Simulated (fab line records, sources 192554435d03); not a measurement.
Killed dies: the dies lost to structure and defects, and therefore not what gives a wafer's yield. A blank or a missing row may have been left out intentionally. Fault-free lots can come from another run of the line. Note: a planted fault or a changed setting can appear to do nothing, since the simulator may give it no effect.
Chamber matching + flow n5-finfet + 4 sister chambers for N5_PMOS_HMC_CHANNEL_EPI_ETCH_38 on rie-si-04
The step etches SiO2 in CF4, target depth 1.5 nm. 16 wafers are shown with their chamber, then 8 later ones without.

WAFERS, EACH WITH ITS CHAMBER
| wafer  | chamber | drypump-motor-current-A (A) | throttle-valve-pct (%) | oes-product-au (a.u.) |
|--------|---------|-----------------------------|------------------------|-----------------------|
| L076.3 | 0       | 5.5                         | 21.70                  | 1.022                 |
| L076.5 | 2       | 6.0                         | 21.74                  | 1.032                 |
| L076.6 | 3       | 5.8                         | 22.13                  | 0.965                 |
| L081.1 | 2       | 6.0                         | 21.72                  | 1.034                 |
| L081.2 | 0       | 5.5                         | 21.70                  | 1.013                 |
| L081.3 | 1       | 6.5                         | 22.25                  | 1.019                 |
| L081.4 | 3       | 5.8                         | 22.13                  | 0.969                 |
| L081.5 | 1       | 6.5                         | 22.26                  | 1.017                 |
| L081.6 | 0       | 5.5                         | 21.71                  | 1.018                 |
| L083.1 | 3       | 5.8                         | 22.14                  | 0.967                 |
| L083.2 | 2       | 6.1                         | 21.70                  | 1.036                 |
| L083.3 | 0       | 5.5                         | 21.73                  | 1.008                 |
| L083.4 | 1       | 6.5                         | 22.25                  | 1.011                 |
| L083.5 | 0       | 5.5                         | 21.71                  | 1.015                 |
| L083.6 | 3       | 5.8                         | 22.13                  | 0.975                 |
| L084.2 | 2       | 6.0                         | 21.73                  | 1.032                 |

SIGNATURES, as means of the wafers listed above
| reading                 | chamber 0 | chamber 1 | chamber 2 | chamber 3 | scatter within a chamber |
|-------------------------|-----------|-----------|-----------|-----------|--------------------------|
| drypump-motor-current-A | 5.500     | 6.500     | 6.025     | 5.800     | 0.025                    |
| throttle-valve-pct      | 21.7100   | 22.2533   | 21.7225   | 22.1325   | 0.0116                   |
| oes-product-au          | 1.01520   | 1.01567   | 1.03350   | 0.96900   | 0.00421                  |
Rule: for each reading, subtract the chamber's mean from the wafer's reading, divide by that reading's scatter and square the result; add these up over the readings and take the root, which gives the wafer's distance from the chamber. The wafer belongs to the nearest chamber; if the next one is less than 2 further off, it can't be placed. How the scatter is found: for the shown wafers, subtract from each reading the mean of its chamber, square and add these, divide the total by (wafers less chambers), then take the root.

WAFERS MISSING THEIR CHAMBER
| wafer  | drypump-motor-current-A (A) | throttle-valve-pct (%) | oes-product-au (a.u.) |
|--------|-----------------------------|------------------------|-----------------------|
| L084.3 | 5.8                         | 22.12                  | 0.970                 |
| L084.4 | 5.5                         | 21.71                  | 1.023                 |
| L087.1 | 6.5                         | 22.23                  | 1.011                 |
| L087.2 | 5.8                         | 22.14                  | 0.969                 |
| L087.4 | 5.5                         | 21.71                  | 1.018                 |
| L095.1 | 5.8                         | 22.12                  | 0.967                 |
| L095.2 | 6.5                         | 22.25                  | 1.017                 |
| L095.5 | 5.5                         | 21.73                  | 1.025                 |

WHICH CHAMBER EACH ONE RAN IN
| wafer  | from the rows above | in truth |
|--------|---------------------|----------|
| L084.3 | 3                   | 3        |
| L084.4 | 0                   | 0        |
| L087.1 | 1                   | 1        |
| L087.2 | 3                   | 3        |
| L087.4 | 0                   | 0        |
| L095.1 | 3                   | 3        |
| L095.2 | 1                   | 1        |
| L095.5 | 0                   | 0        |
8 of 8 placed correctly. Can't be placed from these rows: 0. 0 placed wrongly.
